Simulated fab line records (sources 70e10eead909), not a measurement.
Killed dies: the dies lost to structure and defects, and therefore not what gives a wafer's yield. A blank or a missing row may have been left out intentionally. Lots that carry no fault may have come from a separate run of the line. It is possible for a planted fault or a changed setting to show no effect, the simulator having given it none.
A lot that was struck, set against a sound lot / flow nand harc / 14 out of 1159 route steps
Sound: wafers L260.1, L260.3, L260.5. The struck wafers were L267.3, L267.4, L267.5. Last of all comes the cause.
For every step that has rows: the tool of each side, followed by ch and its chambers, followed by its first start. Under that, the readings that differ: sound wafers / struck wafers / difference of the means / sigmas: that difference in standard deviations of wafers without a fault.
alike: same words and numbers on both sides, and readings whose means sit less than 2 such deviations apart. not compared: any withheld reading, any reading some wafer has no value for, any bound like >300 that may hide the same value, and any number with overlapping values for which the record gives no deviation.
A row with sigmas, a row that says differs or no value, or rows on one side alone: a step with any of these is where the two part. When numbers do not overlap yet have no deviation, they are printed without sigmas and do not part them. A reading that every wafer of one side lacks parts them only if that side has two wafers or more.

NHARC_P_M0_CMP_23: polishes, t overpolish 20 s, target thk 117.53 nm.
  sound on cmp-01 ch 0,1,2, day 9 02:27; struck on cmp-01 ch 1,3, day 10 16:10
  alike: motor current A, slurry flow ml min, time to endpoint s
NHARC_P_M0_THK_MEAS_24: measures by xrf.
  sound on film metro-02, day 9 02:44; struck on film metro-01, day 10 16:28
  alike: thk nm
then, 1 step without rows for these wafers: NHARC_P_M0_SRD_25.
NHARC_P_M0_INSPECT_27:
  sound on defect inspect-01, day 9 02:53; struck on defect inspect-02, day 10 16:38
  alike: raw defect count
NHARC_P_M0_PRE_CLEAN_31: time 12 s.
  sound on pecvd-02 ch 0,1, day 9 03:01; struck on pecvd-02 ch 1,2, day 10 16:43
  alike: heater power w
NHARC_P_M0_DEP_32: deposits SiCN, target thk 30 nm.
  sound on pecvd-02 ch 0,1, day 9 03:07; struck on pecvd-02 ch 1,2, day 10 16:52
  alike: heater power w
then, 5 steps without rows for these wafers: NHARC_P_M1_DEP_00 (deposits SiOC, target thk 182.5 nm); NHARC_P_M1_DEHYDRATE_01 (time 120 s); NHARC_P_M1_HMDS_02 (time 30 s); NHARC_P_M1_COAT_34 (time 65 s); NHARC_P_M1_COAT_03 (resist thk 90 nm).
NHARC_P_M1_SOFTBAKE_04: time 55 s.
  sound on litho track-04 ch 0, day 9 03:00; struck on litho track-04 ch 0, day 10 17:00
reading=heater power total W (W); sound=188.47 188.48 188.38; struck=179.55 179.67 179.48; difference=-8.88; sigmas=-63
then, 1 step without rows for these wafers: NHARC_P_M1_EBR_05.
NHARC_END_SORT_01:
  the record has rows for the sound wafers here (prober-02 ch 0, day 22 08:23) and none for the struck ones

WHERE THEY PART
Last at NHARC_END_SORT_01 as far as this record goes, first at NHARC_P_M1_SOFTBAKE_04.

WHY: what had been put in by the simulator
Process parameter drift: litho track-04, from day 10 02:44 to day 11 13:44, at NHARC_P_M1_SOFTBAKE_04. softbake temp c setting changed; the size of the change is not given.
